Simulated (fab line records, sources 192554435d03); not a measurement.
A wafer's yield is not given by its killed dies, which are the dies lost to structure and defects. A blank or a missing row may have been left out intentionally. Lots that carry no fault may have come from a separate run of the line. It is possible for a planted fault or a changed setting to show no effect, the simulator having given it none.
Matching of chambers    flow n5 finfet    N5_HKMG_FIN_ETCH_67 on rie diel-02 has 4 sister chambers
The step etches SOC in N2/H2, stops on TiN, target depth 388.9 nm. 4 wafers are shown with their chamber, then 6 later ones without.

## WAFERS WITH THEIR CHAMBER
wafer   chamber  showerhead plenum p Torr (Torr)
L280.6  0        2.60
L285.5  1        2.64
L291.4  2        2.52
L291.6  3        2.68

## WAFERS WITHOUT THEIR CHAMBER
wafer   showerhead plenum p Torr (Torr)
L294.1  2.51
L294.5  2.68
L294.6  2.59
L298.2  2.68
L298.3  2.51
L298.6  2.63

## WHICH CHAMBER EACH ONE RAN IN
wafer   from the rows above  in truth
L294.1  2                    2
L294.5  3                    3
L294.6  0                    0
L298.2  3                    3
L298.3  2                    2
L298.6  1                    1
6 of 6 placed correctly. Not placeable from these rows: 0. Number placed wrongly: 0.
How it was worked out, from the rows above alone: a wafer's distance from a chamber is the root of the sum, over the readings, of the square of ((its reading less the chamber's mean) divided by the reading's scatter). The wafer belongs to the nearest chamber; if the next one is less than 2 further off, it can't be placed. The mean given for a chamber averages the wafers shown for that chamber. The scatter: root of mean squared gap, hidden wafer to nearest shown wafer, with one shown wafer a chamber.
